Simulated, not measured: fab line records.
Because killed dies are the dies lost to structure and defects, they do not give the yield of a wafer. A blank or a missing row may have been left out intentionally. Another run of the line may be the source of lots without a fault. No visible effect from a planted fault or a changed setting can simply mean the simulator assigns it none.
fab line records	flow nand_harc
record: lots: 24	wafers: 72	last_day: 34
route steps=1302 shown A_STAIRCASE@745 A_SLIT@922 A_WL_FILL@953
lots that met no fault: taken from a fault-free run of the same line
start_h: the number of hours between the record's first day and the start of the first shown wafer of the lot	wait_h: hours since the lot's step before	" repeats the value in the row above	L1.1+2: a single row standing in for several wafers	- either no value or no given start	* or withheld: withheld	< > ~ a bound
route shown NAME@n: a module of which the file shows steps, and the number in the route of the first	usual: mean and standard deviation over wafers with no fault	same: alike in all rows	chamber/n: place in a boat	sites: per-site readings	_std_site: their standard deviation	_edge_site: the outer-site mean with the inner-site mean subtracted	radius_mm: for every site, how far away it sits from the centre of the wafer	mask NAME#n: copy n	behind: the last tool/chamber to shape the wafer	hold: reason for holding the lot/hours on hold/outcome of the hold	device: which transistor (n, p or np) failed to switch	end of line: at the end of the route, the tests of the same wafers	a step given without rows: its recipe and nothing more	killed: count of dies lost to structure and defects at first sort (not the wafer's yield)	map: a wafer's dies, marking killed ones x, the rest . and places with no die _
set.NAME: the run value of the setting; set.NAME@STEP: its run value at that earlier step	model.NAME: the simulator's own value behind a step, which no gauge read
the route's steps for a sample of lots (tables are steps, rows are wafers)
services: the hour from which a tool's chamber was out of use, counted from the record's first day as start_h (under 0 if before that day), plus the number of hours and why
== steps ==
step: NHARC_A_STAIRCASE_TRIM_231
recipe: time_s: 211.2	o2_flow_sccm: 500	ar_flow_sccm: 0	bias_w: 0	chemistry: O2
usual: drypump_motor_current_A: 5.7/0.59	oes_product_au: 1.002/0.0086	rf_vpp_V: 57.7/0.96	showerhead_plenum_p_Torr: 3.53/0.18	throttle_valve_pct: 17.037/0.0085
lot.wafer	tool	chamber	start_h	wait_h	drypump_motor_current_A	oes_product_au	rf_hours_counter_h	rf_vpp_V	showerhead_plenum_p_Torr	throttle_valve_pct
L075.1	rie_diel-12	0	-	-	4.9	1.004	34	58.4	3.33	17.035
L075.2	"	2	"	"	5.1	1.019	30	56.9	3.28	17.024
L075.5	"	0	"	"	4.9	0.988	-	59.0	3.33	17.042
L074.3	rie_diel-13	3	-	-	5.4	1.007	5	57.6	3.66	17.024
L074.4	"	0	"	"	6.2	1.002	5	58.0	3.51	17.051
L074.2	"	1	"	"	6.3	1.005	4	56.2	3.31	17.029
L076.2	rie_diel-02	1	-	-	5.0	1.004	53	57.2	3.27	17.033
L076.3	"	2	"	"	6.5	1.006	56	57.7	3.47	17.047
L076.5	"	1	"	"	5.0	1.001	-	54.4	3.27	17.028
L077.4	rie_diel-12	3	-	-	5.8	0.998	42	59.7	3.63	17.047
L077.3	"	1	"	"	6.5	1.008	44	56.7	3.49	17.049
L077.5	"	3	"	"	5.8	0.994	-	59.6	3.63	17.026
L079.4	rie_diel-12	1	-	-	6.5	1.017	46	57.2	3.49	17.049
L079.2	"	2	"	"	5.1	1.005	41	57.9	3.27	17.039
L079.1	"	0	"	"	4.9	0.986	47	57.2	3.32	17.024
L078.4	rie_diel-13	1	-	-	6.3	1.011	18	57.2	3.31	17.032
L078.5	"	3	"	"	5.4	1.004	-	58.9	3.65	17.044
L078.6	"	0	"	"	6.2	1.021	-	56.8	3.50	17.031
L081.1	rie_diel-02	3	-	-	5.9	1.006	12	57.8	3.41	17.034
L081.2	"	1	"	"	5.0	0.987	11	58.6	3.80	17.048
L081.5	"	1	"	"	5.0	0.983	-	59.3	3.80	17.042
L080.3	rie_diel-02	3	-	-	5.9	1.016	13	58.9	3.41	17.024
L080.6	"	3	"	"	5.9	1.008	-	57.7	3.41	17.021
L080.4	"	2	"	"	6.6	1.002	-	57.3	3.46	17.036
L082.3	rie_diel-02	2	-	-	6.6	1.002	15	57.8	3.46	17.034
L082.2	"	0	"	"	5.8	0.998	13	58.2	3.77	17.021
L082.4	"	2	"	"	6.6	0.993	-	57.9	3.46	17.034
L083.2	rie_diel-13	0	-	-	6.2	1.004	29	58.5	3.50	17.035
L083.3	"	2	"	"	5.3	1.004	24	56.1	3.36	17.047
L083.6	"	3	"	"	5.4	1.003	-	57.7	3.64	17.035
L084.3	rie_diel-12	3	-	-	5.7	0.987	3	57.8	3.62	17.050
L084.1	"	1	"	"	6.5	1.004	3	57.6	3.48	17.048
L084.6	"	3	"	"	5.8	0.987	-	57.7	3.62	17.048
L085.3	rie_diel-02	3	-	-	5.9	0.999	18	58.2	3.41	17.050
L085.1	"	1	"	"	5.0	1.001	29	59.7	3.79	17.036
L085.6	"	3	"	"	5.9	0.999	-	58.2	3.41	17.030
L086.4	rie_diel-13	2	-	-	5.3	1.013	38	56.5	3.35	17.041
L086.6	"	2	"	"	5.3	1.003	-	56.2	3.35	17.024
L086.5	"	3	"	"	5.4	1.008	-	59.0	3.64	17.043
L087.3	rie_diel-02	1	-	-	5.0	1.002	29	58.9	3.79	17.031
L087.2	"	2	"	"	6.6	1.004	31	56.7	3.45	17.042
L087.4	"	0	"	"	5.8	1.005	29	58.6	3.76	17.026
L088.2	rie_diel-02	2	-	-	6.6	0.998	39	56.7	3.45	17.046
L088.3	"	3	"	"	6.0	0.998	31	58.8	3.40	17.050
L088.5	"	0	"	"	5.8	1.004	-	57.8	3.76	17.037
L089.2	rie_diel-02	2	-	-	6.6	0.995	41	58.0	3.45	17.038
L089.4	"	0	"	"	5.8	0.992	40	59.4	3.75	17.030
L089.5	"	3	"	"	5.9	1.011	-	57.7	3.40	17.032
L090.1	rie_diel-02	0	-	-	5.8	1.000	44	59.4	3.75	17.041
L090.5	"	1	"	"	5.0	0.987	-	58.7	3.78	17.047
L090.4	"	3	"	"	5.9	1.006	-	56.2	3.40	17.039
L091.3	rie_diel-02	0	-	-	5.8	0.988	45	58.6	3.75	17.026
L091.1	"	1	"	"	5.0	0.987	42	58.6	3.78	17.026
L091.5	"	1	"	"	5.0	1.000	-	58.9	3.78	17.038
L092.3	rie_diel-12	1	-	-	6.5	1.001	28	57.6	3.47	17.043
L092.1	"	3	"	"	5.7	0.996	31	56.9	3.61	17.030
L092.5	"	0	"	"	4.9	1.008	-	58.0	3.29	17.044
L093.4	rie_diel-12	0	-	-	4.9	1.003	35	57.1	3.29	17.032
L093.3	"	3	"	"	5.8	0.999	36	59.0	3.60	17.048
L093.5	"	1	"	"	6.6	1.005	-	59.3	3.46	17.031
L096.1	rie_diel-02	1	-	-	5.0	0.998	55	57.6	3.78	17.033
L096.3	"	3	"	"	5.9	0.994	54	56.9	3.39	17.036
L096.6	"	2	"	"	6.6	0.999	-	57.5	3.44	17.025
L094.3	rie_diel-13	3	-	-	5.4	1.008	12	57.8	3.62	17.021
L094.2	"	0	"	"	6.3	1.003	11	57.2	3.48	17.052
L094.4	"	2	"	"	5.3	1.001	14	57.8	3.34	17.034
L095.4	rie_diel-13	3	-	-	5.4	1.002	13	58.6	3.62	17.029
L095.5	"	0	"	"	6.2	0.991	-	58.0	3.48	17.037
L095.6	"	1	"	"	6.3	1.006	-	57.8	3.28	17.045
L097.3	rie_diel-02	2	-	-	6.6	1.004	8	57.8	3.44	17.056
L097.4	"	0	"	"	5.8	1.001	5	56.9	3.74	17.036
L097.5	"	1	"	"	5.0	1.009	-	57.2	3.77	17.032
step: NHARC_A_STAIRCASE_ETCH_234
recipe: target_depth_a: 1000	time_s: 40.5	ion_energy_ev: 400	c4f8_flow_sccm: 20	o2_flow_sccm: 10	ar_flow_sccm: withheld	rf_w: 600	bias_w: 1000	chemistry: C4F8/O2
usual: oes_product_au: 0.946/0.017	rf_vpp_V: 895/6.5
lot.wafer	tool	chamber	start_h	wait_h	oes_product_au	rf_hours_counter_h	rf_vpp_V
L075.2	rie_diel-12	3	-	-	0.968	33	901
L075.1	"	0	"	"	0.938	34	887
L075.5	"	1	"	"	0.949	-	896
L074.3	rie_diel-13	3	-	-	0.953	5	901
L074.2	"	0	"	"	0.937	5	895
L074.4	"	3	"	"	0.946	-	902
L076.2	rie_diel-02	1	-	-	0.953	53	884
L076.3	"	2	"	"	0.944	56	894
L076.5	"	1	"	"	0.949	-	887
L077.3	rie_diel-12	1	-	-	0.957	45	896
L077.4	"	2	"	"	0.961	39	887
L077.5	"	3	"	"	0.940	-	900
L079.1	rie_diel-12	1	-	-	0.963	46	894
L079.2	"	3	"	"	0.958	45	899
L079.4	"	0	"	"	0.940	47	887
L078.4	rie_diel-13	1	-	-	0.955	18	888
L078.5	"	1	"	"	0.952	-	887
L078.6	"	2	"	"	0.944	-	890
L081.1	rie_diel-02	1	-	-	0.912	11	906
L081.2	"	2	"	"	0.923	8	894
L081.5	"	3	"	"	0.924	-	890
L080.3	rie_diel-02	3	-	-	0.937	14	891
L080.4	"	3	"	"	0.944	-	892
L080.6	"	1	"	"	0.944	-	906
L082.2	rie_diel-02	2	-	-	0.941	15	894
L082.3	"	0	"	"	0.934	13	906
L082.4	"	2	"	"	0.941	-	894
L083.2	rie_diel-13	2	-	-	0.926	24	890
L083.3	"	3	"	"	0.920	30	900
L083.6	"	3	"	"	0.922	-	901
L084.1	rie_diel-12	0	-	-	0.926	1	888
L084.3	"	1	"	"	0.940	3	894
L084.6	"	1	"	"	0.935	-	894
L085.3	rie_diel-02	0	-	-	0.927	24	905
L085.1	"	2	"	"	0.939	25	893
L085.6	"	3	"	"	0.943	-	892
L086.4	rie_diel-13	1	-	-	0.948	41	889
L086.5	"	3	"	"	0.946	-	900
L086.6	"	0	"	"	0.951	-	894
L087.3	rie_diel-02	3	-	-	0.950	24	892
L087.4	"	0	"	"	0.944	29	904
L087.2	"	1	"	"	0.943	30	906
L088.2	rie_diel-02	2	-	-	0.960	39	892
L088.3	"	0	"	"	0.945	36	904
L088.5	"	2	"	"	0.950	-	893
L089.4	rie_diel-02	2	-	-	0.943	41	893
L089.2	"	0	"	"	0.935	40	905
L089.5	"	3	"	"	0.933	-	890
L090.1	rie_diel-02	0	-	-	0.930	45	904
L090.5	"	1	"	"	0.924	-	905
L090.4	"	3	"	"	0.920	-	892
L091.1	rie_diel-02	2	-	-	0.937	44	893
L091.3	"	0	"	"	0.958	45	903
L091.5	"	1	"	"	0.950	-	906
L092.3	rie_diel-12	0	-	-	0.940	30	887
L092.1	"	2	"	"	0.954	31	906
L092.5	"	0	"	"	0.947	-	888
L093.3	rie_diel-12	1	-	-	0.952	32	893
L093.4	"	2	"	"	0.954	35	903
L093.5	"	1	"	"	0.950	-	895
L096.1	rie_diel-13	0	571.72	-	1.006	12	895
L096.3	"	1	"	"	1.013	14	887
L096.6	"	0	"	"	0.995	-	893
L094.4	rie_diel-13	0	-	-	0.954	12	894
L094.2	"	1	"	"	0.952	14	886
L094.3	"	3	"	"	0.946	12	899
L095.4	rie_diel-13	0	-	-	0.966	12	893
L095.6	"	0	"	"	0.954	-	895
L095.5	"	1	"	"	0.968	-	887
L097.4	rie_diel-02	2	-	-	0.927	8	893
L097.3	"	3	"	"	0.940	8	891
L097.5	"	3	"	"	0.943	-	890
step: NHARC_A_STAIRCASE_DEP_301
recipe: target_thk_a: 300	target_thk_nm: 30	temp_c: 400	pressure_torr: 3.5	flow_sccm: 200	rf_w: 350	material: SiON
usual: heater_power_w: 711/120
lot.wafer	tool	chamber	start_h	wait_h	heater_power_w	since_wet_clean_h
L074.3	pecvd-04	1	387.58	1.0	762	106
L074.2	"	2	"	"	683	106
L074.4	"	0	"	"	801	-
L075.2	pecvd-02	2	387.71	1.3	541	148
L075.1	"	0	"	"	604	148
L075.5	"	0	"	"	599	-
L076.2	pecvd-04	2	404.37	1.3	715	122
L076.3	"	0	"	"	809	-
L076.5	"	2	"	"	707	-
L077.3	pecvd-04	1	426.62	0.9	740	145
L077.4	"	2	"	"	704	-
L077.5	"	0	"	"	735	-
L079.1	pecvd-01	1	434.26	1.6	882	110
L079.2	"	2	"	"	656	110
L079.4	"	1	"	"	877	-
L078.4	pecvd-02	1	437.90	0.7	705	-
L078.6	"	2	"	"	669	-
L078.5	"	0	"	"	604	-
L081.1	pecvd-01	0	452.28	1.6	573	128
L081.2	"	2	"	"	710	128
L081.5	"	2	"	"	697	-
L080.3	pecvd-02	2	452.85	1.0	649	32
L080.6	"	0	"	"	616	-
L080.4	"	1	"	"	787	-
L082.2	pecvd-02	1	462.63	1.3	811	41
L082.3	"	0	"	"	618	41
L082.4	"	0	"	"	645	-
L083.3	pecvd-02	2	465.83	0.9	566	45
L083.2	"	0	"	"	656	45
L083.6	"	0	"	"	640	-
L084.1	pecvd-04	1	482.14	1.6	730	19
L084.3	"	2	"	"	760	19
L084.6	"	0	"	"	734	-
L085.3	pecvd-02	1	494.26	1.6	758	73
L085.1	"	0	"	"	638	73
L085.6	"	1	"	"	799	-
L086.6	pecvd-02	2	508.85	0.1	715	-
L086.4	"	0	"	"	666	-
L086.5	"	1	"	"	735	-
L087.3	pecvd-04	2	509.10	1.0	704	46
L087.2	"	0	"	"	798	46
L087.4	"	2	"	"	715	-
L088.3	pecvd-04	2	536.99	0.9	728	74
L088.2	"	1	"	"	765	74
L088.5	"	2	"	"	724	-
L089.2	pecvd-02	0	537.29	1.2	580	116
L089.5	"	1	"	"	825	-
L089.4	"	2	"	"	677	-
L090.1	pecvd-01	2	545.27	1.6	646	40
L090.4	"	0	"	"	504	-
L090.5	"	2	"	"	653	-
L091.1	pecvd-02	2	547.41	1.5	703	126
L091.3	"	0	"	"	625	126
L091.5	"	2	"	"	685	-
L092.1	pecvd-02	0	560.77	1.6	644	139
L092.3	"	1	"	"	832	139
L092.5	"	1	"	"	826	-
L093.3	pecvd-01	2	575.24	1.0	720	70
L093.4	"	2	"	"	725	-
L093.5	"	0	"	"	525	-
L096.1	pecvd-02	2	589.35	1.6	597	168
L096.3	"	0	"	"	592	168
L096.6	"	0	"	"	587	-
L094.3	pecvd-01	0	592.42	1.0	513	87
L094.2	"	2	"	"	771	87
L094.4	"	2	"	"	747	-
L095.4	pecvd-01	0	594.24	0.8	530	-
L095.6	"	1	"	"	890	-
L095.5	"	2	"	"	727	-
L097.3	pecvd-02	0	613.84	1.0	679	-
L097.4	"	2	"	"	659	-
L097.5	"	2	"	"	655	-
step: NHARC_A_SLIT_DEP_25
recipe: target_thk_a: 2000	temp_c: 400	pressure_torr: 6.5	rf_w: 900	teos_flow_sccm: 161.4	flow_sccm: 2650	target_thk_nm: 200	gas: O2	material: SiO2
usual: heater_power_w: 559/110	throttle_valve_pct: 15.9/0.48
lot.wafer	tool	chamber	start_h	wait_h	heater_power_w	since_wet_clean_h	throttle_valve_pct
L075.2	pecvd-01	1	452.81	0.1	674	129	15.6
L075.1	"	0	"	"	403	129	15.5
L075.5	"	0	"	"	407	-	15.7
L074.2	pecvd-03	0	452.84	0.1	548	72	16.4
L074.3	"	1	"	"	677	72	15.2
L074.4	"	1	"	"	673	-	15.4
L076.3	pecvd-04	1	464.63	0.1	475	2	15.9
L076.2	"	2	"	"	567	2	16.9
L076.5	"	0	"	"	540	-	15.9
L077.3	pecvd-01	1	485.93	0.1	774	162	16.3
L077.5	"	1	"	"	811	-	16.2
L077.4	"	2	"	"	524	-	16.1
L079.1	pecvd-03	0	497.20	0.1	498	117	16.1
L079.2	"	1	"	"	665	117	15.4
L079.4	"	1	"	"	659	-	15.3
L078.4	pecvd-01	0	512.45	0.2	375	-	15.5
L078.5	"	0	"	"	376	-	15.3
L078.6	"	1	"	"	719	-	15.0
L081.1	pecvd-03	0	519.42	0.1	504	139	16.2
L081.2	"	1	"	"	594	139	15.5
L081.5	"	2	"	"	597	-	16.1
L080.3	pecvd-04	1	522.65	0.1	527	60	15.9
L080.4	"	2	"	"	591	-	16.9
L080.6	"	0	"	"	590	-	15.9
L082.2	pecvd-04	0	529.96	0.1	543	67	15.9
L082.3	"	1	"	"	593	67	16.2
L082.4	"	2	"	"	604	-	17.1
L083.3	pecvd-03	1	530.07	0.1	594	150	15.6
L083.2	"	2	"	"	535	150	16.2
L083.6	"	2	"	"	563	-	16.0
L084.3	pecvd-04	1	544.44	0.1	519	81	16.1
L084.1	"	2	"	"	536	82	17.1
L084.6	"	2	"	"	567	-	16.9
L085.3	pecvd-04	1	560.12	0.3	575	97	16.3
L085.1	"	2	"	"	559	97	16.8
L085.6	"	2	"	"	567	-	16.9
L087.3	pecvd-04	0	567.42	0.1	607	104	15.9
L087.2	"	2	"	"	557	105	17.0
L087.4	"	1	"	"	559	-	16.1
L086.6	pecvd-03	2	567.53	0.2	633	-	15.4
L086.4	"	0	"	"	481	-	15.8
L086.5	"	1	"	"	635	-	15.4
L088.2	pecvd-01	1	601.79	0.1	849	97	15.0
L088.3	"	2	"	"	477	97	15.6
L088.5	"	1	"	"	670	-	15.4
L089.2	pecvd-04	1	602.03	0.1	451	139	16.1
L089.4	"	2	"	"	578	-	16.9
L089.5	"	0	"	"	521	-	16.1
L091.3	pecvd-03	0	611.76	0.1	455	50	16.3
L091.1	"	2	"	"	627	50	15.7
L091.5	"	2	"	"	625	-	15.6
L090.1	pecvd-01	1	611.98	0.2	668	107	15.3
L090.5	"	0	"	"	302	-	15.3
L090.4	"	1	"	"	680	-	15.3
L092.1	pecvd-03	0	627.02	0.1	471	66	16.1
L092.3	"	1	"	"	629	66	15.8
L092.5	"	0	"	"	481	-	16.2
L093.3	pecvd-01	0	637.65	0.1	376	133	15.7
L093.5	"	0	"	"	392	-	15.7
L093.4	"	1	"	"	835	-	15.3
L096.1	pecvd-04	1	647.97	0.1	540	4	16.3
L096.3	"	2	"	"	491	4	16.6
L096.6	"	0	"	"	597	-	15.9
L094.2	pecvd-03	0	647.97	0.1	436	87	16.1
L094.3	"	2	"	"	613	87	15.7
L094.4	"	2	"	"	616	-	15.9
L095.5	pecvd-01	1	651.08	0.2	658	-	15.3
L095.6	"	2	"	"	550	-	15.7
L095.4	"	0	"	"	369	-	15.6
L097.3	pecvd-03	1	676.75	0.1	675	115	15.5
L097.5	"	2	"	"	601	-	15.8
L097.4	"	1	"	"	509	-	15.5
step: NHARC_A_SLIT_STRIP_18
recipe: o2_flow_sccm: 500	ar_flow_sccm: 0	bias_w: 0	chemistry: O2
usual: drypump_motor_current_A: 5.6/0.37	oes_product_au: 1.001/0.0097	rf_vpp_V: 57.7/0.86	showerhead_plenum_p_Torr: 3.53/0.12	throttle_valve_pct: 17.037/0.0096
lot.wafer	tool	chamber	start_h	wait_h	drypump_motor_current_A	oes_product_au	rf_hours_counter_h	rf_vpp_V	showerhead_plenum_p_Torr	throttle_valve_pct
L074.2	rie_diel-10	0	-	-	6.0	0.999	2.8	56.9	3.78	17.023
L074.3	"	3	"	"	5.6	0.997	2.6	58.2	3.45	17.038
L074.4	"	0	"	"	6.0	0.995	-	59.5	3.78	17.041
L075.2	rie_diel-10	3	-	-	5.6	1.011	2.7	57.9	3.45	17.039
L075.1	"	0	"	"	6.0	1.004	2.9	57.9	3.78	17.049
L075.5	"	1	"	"	5.5	1.008	-	58.2	3.51	17.038
L076.3	rie_diel-10	2	-	-	5.8	1.000	2.4	57.5	3.56	17.008
L076.2	"	3	"	"	5.6	0.996	3.7	56.7	3.45	17.029
L076.5	"	2	"	"	5.8	1.006	-	58.1	3.56	17.041
L077.3	rie_diel-01	1	-	-	5.5	1.002	6.9	56.5	3.63	17.040
L077.4	"	3	"	"	5.1	0.995	5.9	58.5	3.40	17.035
L077.5	"	2	"	"	6.0	0.999	-	57.8	3.44	17.049
L079.4	rie_diel-10	0	-	-	6.0	1.006	5.7	59.5	3.78	17.035
L079.2	"	1	"	"	5.5	1.007	5.9	55.7	3.51	17.035
L079.1	"	2	"	"	5.8	1.006	4.2	58.9	3.56	17.037
L078.4	rie_diel-10	2	-	-	5.8	1.018	4.6	58.0	3.56	17.038
L078.5	"	1	"	"	5.5	1.005	-	56.7	3.51	17.031
L078.6	"	2	"	"	5.8	1.015	-	57.6	3.56	17.037
L081.1	rie_diel-10	0	-	-	6.0	1.004	6.3	57.0	3.78	17.034
L081.2	"	1	"	"	5.5	1.010	6.5	57.6	3.51	17.025
L081.5	"	0	"	"	6.0	1.008	-	57.2	3.78	17.059
L080.3	rie_diel-10	2	-	-	5.8	1.007	4.9	58.9	3.56	17.035
L080.4	"	0	"	"	6.0	1.008	6.5	58.2	3.78	17.046
L080.6	"	3	"	"	5.6	0.991	-	55.7	3.45	17.030
L082.4	rie_diel-01	2	-	-	6.0	1.015	11.0	57.1	3.44	17.048
L082.2	"	3	"	"	5.1	0.999	9.2	57.2	3.40	17.041
L082.3	"	1	"	"	5.5	1.004	11.7	58.3	3.62	17.044
L083.2	rie_diel-01	0	-	-	4.9	0.994	10.1	57.8	3.43	17.044
L083.3	"	1	"	"	5.5	1.001	11.7	58.0	3.62	17.037
L083.6	"	0	"	"	4.9	1.001	-	59.1	3.43	17.035
L084.3	rie_diel-01	0	-	-	4.9	1.002	10.3	57.1	3.43	17.039
L084.1	"	1	"	"	5.5	1.009	11.9	58.8	3.62	17.026
L084.6	"	2	"	"	6.1	1.011	-	56.2	3.44	17.027
L085.3	rie_diel-10	0	-	-	6.0	1.009	8.0	59.7	3.77	17.041
L085.1	"	3	"	"	5.6	0.996	7.6	56.5	3.45	17.030
L085.6	"	1	"	"	5.6	0.992	-	57.8	3.50	17.054
L087.4	rie_diel-10	3	-	-	5.6	0.993	8.6	58.0	3.45	17.024
L087.2	"	0	"	"	6.0	1.004	9.2	58.4	3.77	17.043
L087.3	"	1	"	"	5.5	0.995	9.5	57.3	3.50	17.061
L086.4	rie_diel-01	1	-	-	5.5	0.998	0.6	57.3	3.62	17.035
L086.5	"	2	"	"	6.0	0.982	-	58.2	3.44	17.059
L086.6	"	3	"	"	5.1	0.979	-	57.6	3.40	17.032
L088.2	rie_diel-01	0	-	-	4.9	1.005	1.9	55.9	3.43	17.049
L088.3	"	2	"	"	6.0	0.986	1.5	57.1	3.44	17.050
L088.5	"	1	"	"	5.5	0.989	-	58.0	3.62	17.038
L089.4	rie_diel-10	3	-	-	5.6	1.008	1.4	56.4	3.45	17.028
L089.2	"	1	"	"	5.5	1.011	1.5	57.9	3.50	17.012
L089.5	"	0	"	"	6.0	1.007	-	57.7	3.77	17.046
L091.1	rie_diel-03	0	-	-	5.4	0.994	8.4	58.6	3.63	17.028
L091.3	"	1	"	"	6.1	1.011	6.7	56.8	3.62	17.029
L091.5	"	3	"	"	6.1	1.007	-	56.3	3.33	17.030
L090.1	rie_diel-01	0	-	-	4.9	1.003	2.9	58.2	3.43	17.033
L090.4	"	1	"	"	5.5	1.006	2.9	58.3	3.62	17.048
L090.5	"	3	"	"	5.1	0.985	-	58.4	3.39	17.039
L092.3	rie_diel-01	2	-	-	6.0	0.988	3.5	58.3	3.44	17.024
L092.1	"	1	"	"	5.5	1.000	3.9	57.6	3.62	17.034
L092.5	"	3	"	"	5.1	0.965	-	56.6	3.39	17.028
L093.4	rie_diel-10	3	-	-	5.6	1.014	4.7	57.3	3.44	17.045
L093.3	"	1	"	"	5.5	1.022	4.8	56.2	3.50	17.047
L093.5	"	2	"	"	5.8	1.011	-	57.7	3.56	17.046
L096.3	rie_diel-03	0	-	-	5.4	1.007	1.6	58.0	3.63	17.036
L096.1	"	1	"	"	6.1	1.002	1.0	57.7	3.61	17.057
L096.6	"	1	"	"	6.1	1.011	-	58.1	3.62	17.041
L094.4	rie_diel-10	1	-	-	5.5	0.998	7.0	57.7	3.50	17.040
L094.2	"	2	"	"	5.8	1.003	6.8	57.8	3.56	17.056
L094.3	"	3	"	"	5.6	1.010	5.9	57.1	3.44	17.026
L095.4	rie_diel-01	1	-	-	5.5	0.998	4.6	57.0	3.62	17.039
L095.5	"	2	"	"	6.0	0.991	-	56.1	3.44	17.047
L095.6	"	3	"	"	5.1	0.989	-	57.5	3.39	17.043
L097.4	rie_diel-01	3	-	-	5.1	0.984	5.6	57.2	3.39	17.033
L097.3	"	1	"	"	5.5	1.000	5.8	59.1	3.62	17.034
L097.5	"	2	"	"	6.0	0.984	-	56.4	3.44	17.037
step: NHARC_A_WL_FILL_RTA_01
recipe: temp_c: 1000	time_s: 5
usual: lamp_power_pct: 36.3/1.3	lamp_zone_6_pct: 36.2/1.3	wafer_temp_C_max: 1004.5/1.8
lot.wafer	tool	chamber	start_h	wait_h	lamp_power_pct	lamp_zone_6_pct	wafer_temp_C_max
L075.1	rtp_anneal-02	0	471.02	-	37.5	37.5	1003.2
L075.2	"	0	"	"	37.5	37.4	1002.4
L075.5	"	0	"	"	37.6	37.5	1003.2
L074.2	rtp_anneal-01	0	471.23	-	35.0	34.9	1007.2
L074.3	"	0	"	"	35.0	34.9	1006.5
L074.4	"	0	"	"	35.0	34.9	1006.3
L076.2	rtp_anneal-01	0	484.05	-	34.9	34.8	1006.4
L076.3	"	0	"	"	35.0	34.8	1004.8
L076.5	"	0	"	"	35.0	34.9	1006.3
L077.3	rtp_anneal-01	0	509.55	-	35.0	34.9	1005.3
L077.4	"	0	"	"	34.8	34.8	1005.7
L077.5	"	0	"	"	34.9	34.9	1008.1
L079.1	rtp_anneal-02	0	516.30	-	37.6	37.5	1002.5
L079.2	"	0	"	"	37.6	37.5	1002.9
L079.4	"	0	"	"	37.6	37.4	1003.2
L078.4	rtp_anneal-02	0	530.92	-	37.7	37.4	1003.2
L078.5	"	0	"	"	37.5	37.6	1003.5
L078.6	"	0	"	"	37.6	37.4	1003.2
L081.1	rtp_anneal-01	0	537.55	-	34.9	34.8	1004.5
L081.2	"	0	"	"	35.0	34.9	1007.1
L081.5	"	0	"	"	34.9	34.9	1005.1
L080.3	rtp_anneal-01	0	550.02	-	34.9	34.9	1007.7
L080.4	"	0	"	"	34.9	34.8	1006.1
L080.6	"	0	"	"	34.9	34.9	1005.4
L082.2	rtp_anneal-02	0	550.16	-	37.6	37.6	1002.0
L082.3	"	0	"	"	37.6	37.5	1003.3
L082.4	"	0	"	"	37.6	37.5	1002.4
L083.2	rtp_anneal-02	0	555.47	-	37.6	37.5	1003.0
L083.3	"	0	"	"	37.6	37.5	1003.7
L083.6	"	0	"	"	37.6	37.5	1002.7
L084.1	rtp_anneal-02	0	562.55	-	37.5	37.5	1003.1
L084.3	"	0	"	"	37.6	37.4	1003.5
L084.6	"	0	"	"	37.6	37.5	1003.2
L085.1	rtp_anneal-02	0	578.75	-	37.5	37.5	1002.4
L085.3	"	0	"	"	37.6	37.5	1001.3
L085.6	"	0	"	"	37.6	37.5	1002.7
L087.2	rtp_anneal-01	0	585.60	-	34.9	34.9	1005.9
L087.3	"	0	"	"	35.0	34.9	1006.8
L087.4	"	0	"	"	34.9	34.9	1006.6
L086.4	rtp_anneal-01	0	587.51	-	35.0	34.9	1006.9
L086.5	"	0	"	"	35.0	34.9	1005.8
L086.6	"	0	"	"	34.9	34.9	1006.6
L088.2	rtp_anneal-02	0	620.11	-	37.6	37.4	1003.4
L088.3	"	0	"	"	37.6	37.5	1004.4
L088.5	"	0	"	"	37.6	37.5	1002.7
L089.2	rtp_anneal-01	0	621.57	-	35.0	34.9	1005.8
L089.4	"	0	"	"	35.0	34.9	1005.6
L089.5	"	0	"	"	34.9	34.8	1005.0
L090.1	rtp_anneal-01	0	634.34	-	35.0	34.9	1007.0
L090.4	"	0	"	"	35.0	34.8	1006.5
L090.5	"	0	"	"	35.0	34.9	1005.5
L091.1	rtp_anneal-02	0	634.45	-	37.5	37.4	1003.4
L091.3	"	0	"	"	37.6	37.5	1002.6
L091.5	"	0	"	"	37.6	37.5	1002.5
L092.1	rtp_anneal-02	0	645.29	-	37.6	37.6	1002.6
L092.3	"	0	"	"	37.6	37.5	1003.2
L092.5	"	0	"	"	37.6	37.5	1004.1
L093.3	rtp_anneal-02	0	656.04	-	37.6	37.4	1003.3
L093.4	"	0	"	"	37.6	37.4	1002.8
L093.5	"	0	"	"	37.5	37.5	1003.6
L096.1	rtp_anneal-01	0	666.25	-	34.9	34.8	1006.5
L096.3	"	0	"	"	35.0	34.9	1004.3
L096.6	"	0	"	"	34.9	34.9	1008.6
L094.2	rtp_anneal-01	0	668.08	-	34.9	34.8	1004.6
L094.3	"	0	"	"	35.0	34.8	1005.5
L094.4	"	0	"	"	34.9	34.9	1006.3
L095.4	rtp_anneal-01	0	671.64	-	35.0	34.9	1005.9
L095.5	"	0	"	"	34.9	34.9	1005.3
L095.6	"	0	"	"	34.9	34.9	1005.8
L097.3	rtp_anneal-02	0	697.00	-	37.6	37.5	1002.6
L097.4	"	0	"	"	37.6	37.5	1003.0
L097.5	"	0	"	"	37.5	37.5	1002.7
== services ==
tool	chamber	start_h	hours	kind
rie_diel-13	-	344.18	9.0	pm
rie_diel-13	-	359.23	0.7	repair
rie_diel-13	2	366.09	6.4	repair
rie_diel-02	0	377.40	2.1	repair
rie_diel-02	-	394.46	9.0	pm
pecvd-04	1	402.43	20.2	repair
rie_diel-13	-	423.11	5.7	repair
rie_diel-02	0	424.08	12.3	repair
pecvd-01	-	429.33	1.6	repair
rie_diel-02	3	434.93	28.6	repair
pecvd-04	-	450.00	13.0	pm
rie_diel-13	0	475.54	6.6	repair
pecvd-04	2	488.03	5.4	repair
pecvd-01	-	492.00	13.0	pm
rie_diel-13	3	499.83	6.7	repair
rie_diel-13	-	521.79	9.0	pm
rie_diel-02	2	547.77	7.8	repair
pecvd-04	0	592.27	8.6	repair
pecvd-04	-	631.00	13.0	pm
rie_diel-02	3	640.50	3.0	repair
pecvd-01	2	640.94	8.0	repair
pecvd-04	-	647.20	0.6	repair
pecvd-01	-	673.00	13.0	pm
pecvd-04	-	692.07	1.7	repair
== key ==
fault none
